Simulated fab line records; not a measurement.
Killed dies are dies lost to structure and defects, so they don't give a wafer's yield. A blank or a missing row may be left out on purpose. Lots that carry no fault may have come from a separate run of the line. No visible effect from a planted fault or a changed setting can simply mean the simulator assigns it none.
The tool behind it: which one?	flow n5Finfet	12 lots, 36 wafers sampled, at 2 steps of a route of 1938

## WHAT EACH GAUGE READ, for each wafer
N5_BEOL_M11_RS_MEAS_57: the measuring method here is four-point-probe.
lot	measured	on	M11_RS (ohm/sq)
L079	day 11 22:29	filmMetro-01	0.1492 0.1536 0.1509
L076	day 12 00:20	filmMetro-01	0.1526 0.1532 0.1550
L078	day 12 15:34	filmMetro-02	0.1516 0.1524 0.1541
L081	day 13 04:19	filmMetro-02	0.1492 0.1517 0.1510
L085	day 14 06:10	filmMetro-02	0.1533 0.1518 0.1541
L086	day 15 16:15	filmMetro-01	0.1512 0.1459 0.1537
L083	day 16 04:03	filmMetro-01	0.1508 0.1511 0.1506
L087	day 16 11:04	filmMetro-01	0.1490 0.1538 0.1476
L093	day 17 11:08	filmMetro-01	0.1521 0.1489 0.1524
L091	day 17 21:02	filmMetro-02	0.1503 0.1479 0.1495
L097	day 18 05:22	filmMetro-01	0.1504 0.1515 0.1480
L096	day 18 22:19	filmMetro-02	0.1485 0.1501 0.1491

## EACH LOT AND THE TOOL THAT RAN IT (in order: tool; ch and the chambers of the sampled wafers; start)
lot	N5_BEOL_M11_ETCH_65
L079	rieDiel-02 ch 0,2, day 11 19:14
L076	rieDiel-06 ch 0,1,3, day 11 21:32
L078	rieDiel-02 ch 0,2,3, day 12 11:16
L081	rieDiel-03 ch 0,2,3, day 13 01:06
L085	rieDiel-03 ch 0,2,3, day 14 03:41
L086	rieDiel-03 ch 0,1,2, day 15 13:42
L083	rieDiel-02 ch 1,2, day 16 00:49
L087	rieDiel-03 ch 1,2,3, day 16 07:38
L093	rieDiel-02 ch 2,3, day 17 07:41
L091	rieDiel-06 ch 0,1,2, day 17 17:23
L097	rieDiel-06 ch 0,1,2, day 18 00:35
L096	rieDiel-02 ch 0,2, day 18 18:48
- N5_BEOL_M11_ETCH_65: etches SiARC in CF4, target depth 39 nm, time 65 s.

## THE ANSWER, worked out from the rows above alone
Rule: the lots themselves supply what counts as usual. Put in order of their means at a reading, lots are off if they are a third of the lots or fewer, leave a main group of 4 or more, and stand apart from it by a gap of 3 or more times the standard deviation of the main group's means; of several such gaps the widest counts. The tables above print the reading to a certain number of digits; a main group whose means all agree to those digits is not used. A lot without any number at a reading at which 4 lots or more have one is off too. Any other lot the step has rows for is counted as sound.
None of the lots is off at any reading shown; this tells nothing.

## WHAT WAS PUT IN BY THE SIMULATOR
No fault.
